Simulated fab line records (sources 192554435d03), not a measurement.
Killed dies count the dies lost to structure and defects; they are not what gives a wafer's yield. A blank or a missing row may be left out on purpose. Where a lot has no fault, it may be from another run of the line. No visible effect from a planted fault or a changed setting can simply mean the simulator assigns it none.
Split-lot trial -- flow n5Finfet -- 21 wafers read from 7 lots, route of 1938 steps

## SPLIT DETAILS
At N5_MOL_CONTACT_COAG_COAT_76 (time 60 s, resist thk 10 nm), the setting spinRpm was moved away from the recipe's 1500 rpm on 8 of the 21 wafers read, by -10.7% to +8.6%. For the rest of the wafers, this setting stayed at what the recipe calls for.

## FROM THE SPLIT TO THE READING: what the file shows between them, 4 steps
- N5_MOL_CONTACT_COAG_COAT_77: time 60 s, resist thk 10 nm
- N5_MOL_CONTACT_COAG_COAT_78: resist thk 40 nm
- N5_MOL_CONTACT_COAG_DESCUM_88: chemistry O2, time 7 s
- N5_MOL_CONTACT_COAG_ETCH_89: etches underlayer in N2/H2, target depth 13 nm, time 10.4 s

## THE READING
etch.depthNm (the simulator's own value, which no gauge read), in nm, at N5_MOL_CONTACT_COAG_ETCH_90 (etches SiARC in CF4, target depth 13 nm, time 21.7 s). There is no usual value for it anywhere in the file. Across the 13 wafers here that went through the recipe, the average is 9.989 nm and the standard deviation 0.02 nm.

wafer,"tool, chamber at the split","spinRpm as run, rpm",against the recipe,"etch.depthNm, nm",against lot-mates on the recipe
L075.1,"lithoTrack-03, 0",1339,-10.7%,10.56,+0.587
L075.3,"lithoTrack-03, 0",1500,recipe,9.982,-
L075.4,"lithoTrack-03, 0",1500,recipe,9.965,-
L077.2,"lithoTrack-03, 0",1500,recipe,9.99,-
L077.3,"lithoTrack-03, 0",1500,recipe,9.997,-
L077.4,"lithoTrack-03, 0",1500,recipe,9.994,-
L078.2,"lithoTrack-03, 0",1629,+8.6%,9.623,-0.377
L078.4,"lithoTrack-03, 0",1629,+8.6%,9.588,-0.412
L078.5,"lithoTrack-03, 0",1500,recipe,10,-
L079.3,"lithoTrack-03, 0",1545,+3.0%,9.895,-0.125
L079.4,"lithoTrack-03, 0",1500,recipe,10.02,-
L079.6,"lithoTrack-03, 0",1545,+3.0%,9.866,-0.154
L081.3,"lithoTrack-02, 0",1359,-9.4%,10.48,+0.521
L081.4,"lithoTrack-02, 0",1500,recipe,9.957,-
L081.6,"lithoTrack-02, 0",1500,recipe,9.96,-
L082.2,"lithoTrack-04, 0",1558,+3.9%,9.802,-0.218
L082.4,"lithoTrack-04, 0",1558,+3.9%,9.831,-0.189
L082.5,"lithoTrack-04, 0",1500,recipe,10.02,-
L088.3,"lithoTrack-03, 0",1500,recipe,9.991,-
L088.5,"lithoTrack-03, 0",1500,recipe,10.01,-
L088.6,"lithoTrack-03, 0",1500,recipe,9.973,-

THE FIT
A straight line over all 21 wafers: etch.depthNm changes by -0.0487 nm for each +1% of spinRpm; r = -0.99; the points scatter about the line by 0.026 nm.
The same after taking each lot's own level away (the mean of its wafers on the recipe; 21 wafers): -0.0513 nm for each +1%; r = -1.00; scatter 0.021 nm.
Per that fit: largest spinRpm move, reading shift of 0.55 nm.
The lots' own levels span 9.9585 to 10.0200 nm, that is 3.0 times the standard deviation above.
The two slopes agree, so the slope changes little with the lot-to-lot level.
Check: +0.544 nm against its lot-mates is what the line predicts for one of the wafers moved furthest among these (-10.7%) when that wafer is left out of the fit. Against them it came out at +0.587 nm.

## OTHER SPLITS ON THESE WAFERS
These wafers also went through other splits before the reading. Each is held against what the fit with the lots' levels taken away leaves over:
other split on the same wafers,wafers away from the commonest value,r with etch.depthNm (lot level and that fit taken away)
N5_WELL_APT_EXPOSE_05 doseMj,10,+0.11
N5_FIN_SAQP_SPACER1_ALD_24 aldCycles,7,+0.01
N5_DUMMY_GATE_COAT_28 spinRpm,9,-0.31
N5_DUMMY_GATE_EXPOSE_12 doseMj,4,-0.16
N5_SD_EPI_P_EPI_21 epiGrowthTimeS,6,-0.26
N5_SDB_COAT_05 spinRpm,8,+0.12
N5_MOL_CONTACT_COAG_ALD_27 aldCycles,7,-0.18

## THE WHOLE CHAIN: every reading that the file lists as answering this split, in the file's order
step,what it does,reading,change (the file's fit),r (the file's)
N5_MOL_CONTACT_COAG_COAT_76,"time 60 s, resist thk 10 nm","SiARC_of_MOL_CONTACT_COAG_COAT_76.thkNm (the simulator's own value, which no gauge read)",-0.0498 nm for each +1% of the setting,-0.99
N5_MOL_CONTACT_COAG_ETCH_90,"etches SiARC in CF4, target depth 13 nm, time 21.7 s","etch.depthNm (the simulator's own value, which no gauge read)",-0.0522 nm for each +1% of the setting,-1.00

## FILE'S OWN FIT
etch.depthNm changes by -0.0522 nm for each +1% of spinRpm, r = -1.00.
